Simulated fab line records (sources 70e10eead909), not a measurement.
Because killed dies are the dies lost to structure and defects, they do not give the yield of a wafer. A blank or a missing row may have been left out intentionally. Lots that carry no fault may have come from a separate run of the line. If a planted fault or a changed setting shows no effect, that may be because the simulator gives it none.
fab line records	flow nand_harc
record lots=5	wafers=15	last_day=23
route steps=1159 shown A_WL_FILL@831 A_CONTACT@840 END@1159
lots that met no fault: taken from a fault-free run of the same line
start_h: hours from the record's opening day to when the first of the lot's shown wafers began	wait_h: hours from the lot's prior step to this one	" unchanged from the row above	L1.1+2: several wafers, shown together as one row	- no value, or no start given	* or withheld: withheld	< > ~ a bound
route shown NAME@n: NAME is a module with steps in the file, n the number in the route of the first one	usual: mean/standard deviation taken from wafers without a fault	same: alike in all rows	chamber/n: place in a boat	sites: readings site by site	_std_site: standard deviation of those values	_edge_site: outer sites' mean less inner sites'	radius_mm: how far each site lies from the wafer's centre	mask NAME#n: copy n	behind: the tool/chamber that last shaped the wafer	hold: reason for holding the lot/hours on hold/outcome of the hold	device: the transistor (n, p or np) that didn't switch	end of line: the tests these same wafers got at the end of their route	step lacking rows: just its recipe	killed: dies that structure and defects cost at the first sort, which is not the same as the wafer's yield	map: a wafer's dies, x killed, . not, _ none there
set.NAME: the run value of the setting; set.NAME@STEP: its run value at that earlier step	model.NAME: the simulator's own value behind a step, which no gauge read
a table for each step, a row for each wafer; lots at some steps of the route
services: from which hour (start_h, from the record's first day; less than 0 if before it) a tool's chamber was out of use, for how many hours, and why
## steps
# step NHARC_A_WL_FILL_SRD_14
# step NHARC_A_WL_FILL_ALD_19
# recipe target_thk_a=20	pulse_time_s=3	ald_cycles=100	temp_c=450	material=TiN
# step NHARC_A_WL_FILL_CVD_20
# recipe target_thk_a=750	temp_c=300	pressure_torr=40	wf6_flow_sccm=40	h2_flow_sccm=1600	ar_flow_sccm=1560	time_s=5064	material=W
# usual heater_power_w=524/79	throttle_valve_pct=7.96/0.2
lot.wafer	tool	chamber	start_h	wait_h	heater_power_w	throttle_valve_pct
L819.2	cvd_w-02	0	-	-	511	7.96
L819.3	"	0	"	"	509	8.09
L819.5	"	1	"	"	464	7.87
L821.3	cvd_w-01	1	-	-	648	7.73
L821.4	"	0	"	"	477	8.06
L821.5	"	0	"	"	492	7.96
L823.1	cvd_w-01	1	-	-	655	7.85
L823.4	"	1	"	"	644	7.82
L823.5	"	0	"	"	489	7.92
L829.2	cvd_w-01	1	-	-	648	7.66
L829.3	"	0	"	"	479	8.04
L829.5	"	0	"	"	491	7.73
L834.2	cvd_w-02	1	-	-	448	7.74
L834.1	"	0	"	"	519	8.19
L834.5	"	0	"	"	504	8.29
# step NHARC_A_WL_FILL_CMP_12
# recipe t_overpolish_s=30	target_thk_nm=75
# step NHARC_A_WL_FILL_SRD_31
# step NHARC_A_WL_FILL_INSPECT_15
# usual raw_defect_count=362/96
lot.wafer	tool	chamber	start_h	wait_h	raw_defect_count
L819.2	defect_inspect-02	-	377.89	0.0	232
L819.3	"	-	"	"	198
L819.5	"	-	"	"	204
L821.3	defect_inspect-01	-	387.31	0.0	281
L821.4	"	-	"	"	487
L821.5	"	-	"	"	450
L823.1	defect_inspect-02	-	417.59	0.0	377
L823.4	"	-	"	"	260
L823.5	"	-	"	"	304
L829.2	defect_inspect-02	-	442.73	0.1	391
L829.3	"	-	"	"	408
L829.5	"	-	"	"	369
L834.1	defect_inspect-01	-	466.71	0.0	302
L834.2	"	-	"	"	292
L834.5	"	-	"	"	248
# step NHARC_A_CONTACT_DEP_24
# recipe target_thk_a=5000	temp_c=400	pressure_torr=6.5	rf_w=900	teos_flow_sccm=161.4	flow_sccm=2650	target_thk_nm=500	gas=O2	material=SiO2
# step NHARC_A_CONTACT_DEP_28
# recipe target_thk_a=36000	temp_c=400	material=aC
# step NHARC_A_CONTACT_DEP_29
# recipe target_thk_a=700	target_thk_nm=70	temp_c=400	pressure_torr=3.5	flow_sccm=200	rf_w=350	material=SiON
# usual heater_power_w=788/120
lot.wafer	tool	chamber	start_h	wait_h	heater_power_w
L819.3	pecvd-02	1	381.57	1.1	917
L819.2	"	2	"	"	714
L819.5	"	2	"	"	721
L821.3	pecvd-03	2	390.68	1.1	782
L821.5	"	2	"	"	767
L821.4	"	1	"	"	792
L823.1	pecvd-04	0	421.28	1.9	917
L823.5	"	0	"	"	918
L823.4	"	2	"	"	681
L829.3	pecvd-02	0	445.63	1.1	563
L829.2	"	1	"	"	892
L829.5	"	1	"	"	880
L834.2	pecvd-02	2	471.12	1.6	835
L834.1	"	1	"	"	944
L834.5	"	2	"	"	848
# step NHARC_A_CONTACT_DEHYDRATE_32
# recipe temp_c=150	time_s=120
# step NHARC_A_CONTACT_HMDS_33
# recipe time_s=30
# step NHARC_A_CONTACT_COAT_34
# recipe temp_c=260	time_s=75
# step NHARC_A_CONTACT_COAT_35
# recipe temp_c=225	time_s=65
# step NHARC_A_CONTACT_COAT_36
# recipe spin_rpm=1500	resist_thk_nm=90
# step NHARC_A_CONTACT_SOFTBAKE_37
# recipe temp_c=105	time_s=55
# step NHARC_A_CONTACT_EBR_38
# step NHARC_A_CONTACT_EXPOSE_39
# recipe na=1.35	sigma_outer=0.8	dose_mj=58.79	mask_id=A_CC_3
# step NHARC_A_CONTACT_PEB_40
# recipe peb_temp_c=100	peb_time_s=65
# step NHARC_A_CONTACT_DEVELOP_41
# recipe develop_time_s=35	dev_temp_c=23
# step NHARC_A_CONTACT_CD_MEAS_42
# recipe target_cd_nm=200	landing_energy_ev=500
# usual cd_nm=200.6/0.63
lot.wafer	tool	chamber	start_h	wait_h	cd_nm
L819.2	cd_sem-03	0	382.16	-	200.1
L819.3	"	0	"	"	201.0
L819.5	"	0	"	"	200.5
L821.3	cd_sem-03	0	391.28	-	200.6
L821.4	"	0	"	"	202.0
L821.5	"	0	"	"	199.9
L823.1	cd_sem-02	0	421.87	-	201.7
L823.4	"	0	"	"	200.5
L823.5	"	0	"	"	200.3
L829.2	cd_sem-03	0	446.20	-	200.5
L829.3	"	0	"	"	200.5
L829.5	"	0	"	"	201.0
L834.1	cd_sem-03	0	471.72	-	201.8
L834.2	"	0	"	"	200.8
L834.5	"	0	"	"	201.1
# step NHARC_A_CONTACT_OVL_MEAS_43
# usual overlay_x_nm=0.0/0.75	overlay_y_nm=0.1/1
lot.wafer	tool	chamber	start_h	wait_h	overlay_x_nm	overlay_y_nm
L819.2	overlay-02	-	382.25	-	-0.2	0.2
L819.3	"	-	"	"	-0.6	0.8
L819.5	"	-	"	"	-0.2	0.5
L821.3	overlay-01	-	391.37	-	0.5	-0.5
L821.4	"	-	"	"	0.7	0.0
L821.5	"	-	"	"	0.7	-0.3
L823.1	overlay-02	-	421.96	-	-1.1	-0.3
L823.4	"	-	"	"	-1.4	-0.4
L823.5	"	-	"	"	-1.2	-0.5
L829.2	overlay-01	-	446.28	-	0.4	0.3
L829.3	"	-	"	"	0.9	0.0
L829.5	"	-	"	"	-0.1	0.1
L834.1	overlay-01	-	471.81	-	-0.5	1.1
L834.2	"	-	"	"	-0.1	0.9
L834.5	"	-	"	"	-0.3	0.7
# step NHARC_A_CONTACT_INSPECT_44
# usual raw_defect_count=27/12
lot.wafer	tool	chamber	start_h	wait_h	raw_defect_count
L819.2	defect_inspect-01	-	382.30	0.1	29
L819.3	"	-	"	"	12
L819.5	"	-	"	"	30
L821.3	defect_inspect-01	-	391.41	0.0	15
L821.4	"	-	"	"	18
L821.5	"	-	"	"	22
L823.1	defect_inspect-01	-	422.00	0.0	30
L823.4	"	-	"	"	26
L823.5	"	-	"	"	26
L829.2	defect_inspect-02	-	446.32	0.0	18
L829.3	"	-	"	"	39
L829.5	"	-	"	"	20
L834.1	defect_inspect-01	-	471.85	0.0	15
L834.2	"	-	"	"	15
L834.5	"	-	"	"	11
# step NHARC_A_CONTACT_DESCUM_47
# recipe time_s=3	o2_flow_sccm=200	ar_flow_sccm=0	bias_power_w=0	chemistry=O2
# step NHARC_A_CONTACT_ETCH_48
# recipe target_depth_a=390	over_etch_frac=0.3	time_s=65	ion_energy_ev=80	cf4_flow_sccm=150	ar_flow_sccm=0	rf_w=300	bias_w=100	chemistry=CF4
# step NHARC_A_CONTACT_ETCH_49
# recipe target_depth_a=2600	over_etch_frac=0.3	time_s=475.3	ion_energy_ev=200	n2_flow_sccm=150	h2_flow_sccm=150	ar_flow_sccm=0	rf_w=400	bias_w=150	chemistry=N2/H2
# step NHARC_A_CONTACT_ETCH_50
# recipe target_depth_a=847	time_s=42.4	cf4_flow_sccm=100	chf3_flow_sccm=30	ar_flow_sccm=0	rf_w=500	bias_w=200	chemistry=CF4/CHF3
# usual chf3_flow_sccm=29.98/0.088	drypump_motor_current_A=5.6/0.51	oes_product_au=0.942/0.026	rf_vpp_V=371.2/1.8	showerhead_plenum_p_Torr=1.59/0.048	throttle_valve_pct=16.803/0.0096
lot.wafer	tool	chamber	start_h	wait_h	chf3_flow_sccm	drypump_motor_current_A	oes_product_au	rf_hours_counter_h	rf_vpp_V	showerhead_plenum_p_Torr	throttle_valve_pct
L819.3	rie_diel-05	2	-	-	29.95	6.3	0.978	9	372.7	1.60	16.791
L819.2	"	1	"	"	30.01	5.3	0.945	9	373.7	1.68	16.802
L819.5	"	1	"	"	29.94	5.3	0.953	-	375.4	1.68	16.799
L821.4	rie_diel-07	1	-	-	29.91	4.9	0.904	61	371.0	1.59	16.821
L821.3	"	2	"	"	30.02	6.6	0.921	53	369.8	1.54	16.795
L821.5	"	1	"	"	29.93	4.9	0.909	-	372.6	1.59	16.804
L823.4	rie_diel-07	2	-	-	30.03	6.6	0.950	4	369.7	1.54	16.811
L823.1	"	3	"	"	29.85	5.1	0.945	3	370.7	1.58	16.810
L823.5	"	1	"	"	29.99	4.9	0.944	-	369.8	1.59	16.793
L829.2	rie_diel-04	0	-	-	29.95	5.9	0.938	24	370.8	1.55	16.792
L829.3	"	3	"	"	29.99	5.4	0.946	24	371.8	1.65	16.811
L829.5	"	1	"	"	29.80	5.1	0.906	-	371.1	1.56	16.798
L834.2	rie_diel-05	3	-	-	29.95	6.3	0.948	48	369.3	1.52	16.811
L834.1	"	1	"	"	30.03	5.2	0.917	44	374.1	1.67	16.816
L834.5	"	0	"	"	30.00	6.3	0.913	-	369.3	1.53	16.804
# step NHARC_A_CONTACT_ETCH_51
# recipe target_depth_a=36000	over_etch_frac=0.3	time_s=936	ion_energy_ev=150	o2_flow_sccm=400	cos_flow_sccm=20	ar_flow_sccm=0	rf_w=500	bias_w=300	chemistry=O2/COS
# step NHARC_A_CONTACT_ETCH_111
# recipe source_w=withheld	pressure_mtorr=20	bias_v=withheld	time_s=140	target_depth_a=7000	ar_flow_sccm=withheld	c4f8_flow_sccm=withheld	o2_flow_sccm=withheld	chemistry=C4F8/O2/Ar
# usual oes_air_line_au=1.000/0.02
lot.wafer	tool	chamber	start_h	wait_h	oes_air_line_au	rf_hours_counter_h
L819.2	har_cap_etch-03	1	383.92	-	1.009	84
L819.3	"	0	"	"	0.991	-
L819.5	"	0	"	"	1.001	-
L821.3	har_cap_etch-01	0	392.80	-	1.002	-
L821.4	"	1	"	"	1.023	-
L821.5	"	0	"	"	1.002	-
L823.1	har_cap_etch-02	0	423.41	-	1.013	18
L823.4	"	1	"	"	1.040	-
L823.5	"	1	"	"	1.006	-
L829.2	har_cap_etch-02	0	447.64	-	1.007	22
L829.3	"	0	"	"	0.970	-
L829.5	"	1	"	"	0.983	-
L834.2	har_cap_etch-03	1	473.64	-	1.022	99
L834.1	"	0	"	"	0.986	99
L834.5	"	1	"	"	1.008	-
# step NHARC_A_CONTACT_ETCH_112
# recipe source_w=withheld	pressure_mtorr=20	bias_v=3000	time_s=94	target_depth_a=9220	ar_flow_sccm=withheld	c4f8_flow_sccm=withheld	o2_flow_sccm=withheld	chemistry=C4F8/O2/Ar
# step NHARC_A_CONTACT_ETCH_113
# recipe source_w=withheld	pressure_mtorr=20	bias_v=3000	time_s=94	target_depth_a=9220	ar_flow_sccm=withheld	c4f8_flow_sccm=withheld	o2_flow_sccm=withheld	chemistry=C4F8/O2/Ar
# step NHARC_A_CONTACT_ETCH_114
# recipe source_w=withheld	pressure_mtorr=20	bias_v=3000	time_s=94	target_depth_a=9220	ar_flow_sccm=withheld	c4f8_flow_sccm=withheld	o2_flow_sccm=withheld	chemistry=C4F8/O2/Ar
# step NHARC_A_CONTACT_ETCH_115
# recipe source_w=withheld	pressure_mtorr=20	bias_v=3000	time_s=94	target_depth_a=9220	ar_flow_sccm=withheld	c4f8_flow_sccm=withheld	o2_flow_sccm=withheld	chemistry=C4F8/O2/Ar
# step NHARC_A_CONTACT_ETCH_116
# recipe source_w=withheld	pressure_mtorr=20	bias_v=3000	time_s=94	target_depth_a=9220	ar_flow_sccm=withheld	c4f8_flow_sccm=withheld	o2_flow_sccm=withheld	chemistry=C4F8/O2/Ar
# step NHARC_A_CONTACT_ETCH_117
# recipe source_w=withheld	pressure_mtorr=20	bias_v=3000	time_s=94	target_depth_a=9220	ar_flow_sccm=withheld	c4f8_flow_sccm=withheld	o2_flow_sccm=withheld	chemistry=C4F8/O2/Ar
# step NHARC_A_CONTACT_ETCH_118
# recipe source_w=withheld	pressure_mtorr=20	bias_v=3000	time_s=94	target_depth_a=9220	ar_flow_sccm=withheld	c4f8_flow_sccm=withheld	o2_flow_sccm=withheld	chemistry=C4F8/O2/Ar
# step NHARC_A_CONTACT_ETCH_119
# recipe source_w=withheld	pressure_mtorr=20	bias_v=3000	time_s=94	target_depth_a=9220	ar_flow_sccm=withheld	c4f8_flow_sccm=withheld	o2_flow_sccm=withheld	chemistry=C4F8/O2/Ar
# usual oes_air_line_au=1.001/0.018
lot.wafer	tool	chamber	start_h	wait_h	oes_air_line_au	rf_hours_counter_h
L819.2	har_cap_etch-03	1	385.01	0.1	0.993	85
L819.3	"	0	"	"	0.978	-
L819.5	"	0	"	"	0.998	-
L821.3	har_cap_etch-01	0	393.61	0.1	1.036	-
L821.4	"	1	"	"	1.003	-
L821.5	"	0	"	"	1.024	-
L823.1	har_cap_etch-02	0	424.23	0.1	0.994	19
L823.4	"	1	"	"	0.964	-
L823.5	"	1	"	"	1.001	-
L829.2	har_cap_etch-02	0	448.47	0.1	0.993	23
L829.3	"	0	"	"	1.006	-
L829.5	"	1	"	"	0.985	-
L834.2	har_cap_etch-03	1	474.76	0.1	0.990	100
L834.1	"	0	"	"	0.970	100
L834.5	"	1	"	"	1.022	-
# step NHARC_A_CONTACT_ETCH_120
# recipe source_w=withheld	pressure_mtorr=20	bias_v=3000	time_s=94	target_depth_a=9220	ar_flow_sccm=withheld	c4f8_flow_sccm=withheld	o2_flow_sccm=withheld	chemistry=C4F8/O2/Ar
# step NHARC_A_CONTACT_ETCH_121
# recipe source_w=withheld	pressure_mtorr=20	bias_v=3000	time_s=94	target_depth_a=9220	ar_flow_sccm=withheld	c4f8_flow_sccm=withheld	o2_flow_sccm=withheld	chemistry=C4F8/O2/Ar
# usual oes_air_line_au=0.996/0.018
lot.wafer	tool	chamber	start_h	wait_h	oes_air_line_au	rf_hours_counter_h
L819.2	har_cap_etch-03	1	385.25	0.1	1.008	85
L819.3	"	0	"	"	0.969	-
L819.5	"	0	"	"	0.998	-
L821.3	har_cap_etch-01	0	393.79	0.1	0.997	-
L821.4	"	1	"	"	1.014	-
L821.5	"	0	"	"	1.001	-
L823.1	har_cap_etch-02	0	424.41	0.1	0.991	19
L823.4	"	1	"	"	1.000	-
L823.5	"	1	"	"	1.027	-
L829.2	har_cap_etch-02	0	448.66	0.1	0.944	23
L829.3	"	0	"	"	0.994	-
L829.5	"	1	"	"	1.008	-
L834.2	har_cap_etch-03	1	475.00	0.1	1.015	100
L834.1	"	0	"	"	1.036	100
L834.5	"	1	"	"	0.991	-
# step NHARC_END_SORT_01
# recipe temp_c=25
# usual killed_at_array=28/10	killed_at_other=0.6/1.1	killed_at_periphery=3.6/2.6	killed_dies=32/10	killed_open=3.3/1.8	killed_short=1.9/1.4
# same gross_dies=677
lot.wafer	tool	chamber	start_h	wait_h	killed_at_array	killed_at_other	killed_at_periphery	killed_dies	killed_open	killed_short
L834.1	prober-02	0	555.61	2.5	505	0	0	505	3	4
# killed by level:class
L834.1 A_CONTACT:area_dep=484 A_CHANNEL_HOLE_D1:chamber_film_flake=5 A_CONTACT:chamber_film_flake=4 A_STAIRCASE:chamber_film_flake=3 A_SLIT:chamber_film_flake=2 A_ONON_D1:geometric_particle:short=1 A_ONON_D1:geometric_particle:open=1 A_CHANNEL_HOLE_D1:geometric_particle:short=1
# map L834.1 (x killed, . not)
____________x____________
_________x.xxx.._________
_______x.xx.xx...._______
______..xxxxxxx...x______
_____xxx.xxxx..xxx.._____
____x..x.xx.x..x.xxx.____
____x.x.xxxxx.xxxxx..____
___.x.xxxxxx..xxxxxx..___
___xx.x..xxx.xxxxxx.xx___
__x..xx..xx.xxxxxxx.xx.__
__xxxxxxxxxxxx.....xxxx__
_xxxxx.xxxx.xxxx.x..x.x._
_xxxxxxx.xxxxx.xxx.xx..._
_xxxxxxxxxx.xxxxx..xx..x_
_xxxx..xxxxxxxxx.x..x.xx_
_x.xxxxx.xxx.xxx.xxxx.x._
xxx.xxxxxxx.xx..xx.x.x.xx
xxxxxxx..xxxxxxxx.x.x....
.xxxxxxxx.xx..xxx.xx...xx
xx.xxxxxxxxxxx.xxxxxx...x
xxxxx.xxxxxxxxxxxxxxxxx..
_xxxxxxx.xxxxx.xxxx.xxxx_
_x.xxxxxxxxx.xxx.xx..xxx_
_xxxxxxxxxxxxxxx.xx.xx.x_
_xx.xxxxxxx.xxxxx.xx.x.._
_xxxxxx.xxxxxx.xxxx.x.x._
__xxxxx.xx.xxxxxxx.x..x__
__xxxx..xxxxxxxxxxxx...__
___.xx.xxxxx..xxxx....___
___xxxxxxxxxxxxxx.xxxx___
____.xxxx.xxxxxx.xxxx____
____xxx.xxxxxxxxxxxxx____
_____xx.xxx.xxxxx..._____
______xxxxxxxxxxxxx______
_______..x.xxx.xxx_______
_________xxxxx.x_________
____________.____________
# map L819.5 (x killed, . not)
____________.____________
_________......._________
_______..........._______
______.............______
_____...x..........._____
____.................____
____.................____
___...............x...___
___.x...x....x........___
__.....................__
__........x............__
_....................x.._
_......................x_
_.........x............._
_.......x.......x......._
_......................._
....................x....
...................x.....
..................x.xx...
.................xxx.....
............x...xxxxx....
_................xxx...._
_...............x..xx..._
_.................x....._
_.................x....._
_................x......_
__.............x.......__
__.......x.............__
___...................___
___.............x.....___
____.................____
____.................____
_____..............._____
______.............______
_______..........._______
_________......._________
____________.____________
## services
tool	chamber	start_h	hours	kind
rie_diel-05	0	349.62	-	clean
rie_diel-05	1	349.62	-	clean
rie_diel-05	2	349.62	-	clean
rie_diel-05	3	349.62	-	clean
rie_diel-05	3	349.62	-	consumable_replace:focus_ring
rie_diel-07	0	360.88	-	clean
rie_diel-07	1	360.88	-	clean
rie_diel-07	2	360.88	-	clean
rie_diel-07	3	360.88	-	clean
pecvd-02	0	371.04	-	calibration
rie_diel-05	0	374.12	-	clean
rie_diel-05	1	374.12	-	clean
rie_diel-05	2	374.12	-	clean
rie_diel-05	3	374.12	-	clean
pecvd-04	-	376.37	13.0	pm
rie_diel-07	3	379.10	4.6	repair
rie_diel-05	3	379.32	4.2	repair
cvd_w-02	-	383.76	13.0	pm
pecvd-04	-	393.66	0.8	repair
rie_diel-07	-	406.34	9.0	pm
pecvd-03	0	420.83	2.2	repair
rie_diel-04	0	449.74	7.2	repair
rie_diel-04	-	466.09	9.0	pm
pecvd-03	-	473.12	13.0	pm
## key
first_sign step=NHARC_END_SORT_01	reading=killed_at_array	direction=up	sigmas=47	usual=28	struck=505
effect step=NHARC_END_SORT_01	reading=killed_dies	direction=up	sigmas=46	usual=32	struck=505
more_kills_born_at NHARC_A_CONTACT_DEP_29@pecvd-02=484
met_at NHARC_A_CONTACT_DEP_29
struck_wafers L834.1
later_rows_left_out L834.1
tester_left_out L834
onset_between 445.63 471.12
fault kind=process_parameter_drift	tool=pecvd-02	chamber=-	onset_h=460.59	steps=NHARC_A_CONTACT_DEP_29	channel=target_thk_a	offset=*	shape=step	end_h=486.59	scope=struck_wafers_only	acts_in=*	stated=*
# tester_left_out: of these lots the tester's yield and bins aren't shown, on N5 and GAA mostly nor the transistor test; their killed dies are dies lost to structure and defects alone, not to doping, threshold or leakage, so they don't give the yield
# later_rows_left_out: the simulator's readings of these wafers behind a module that went badly wrong aren't trusted and aren't shown, but for the sort
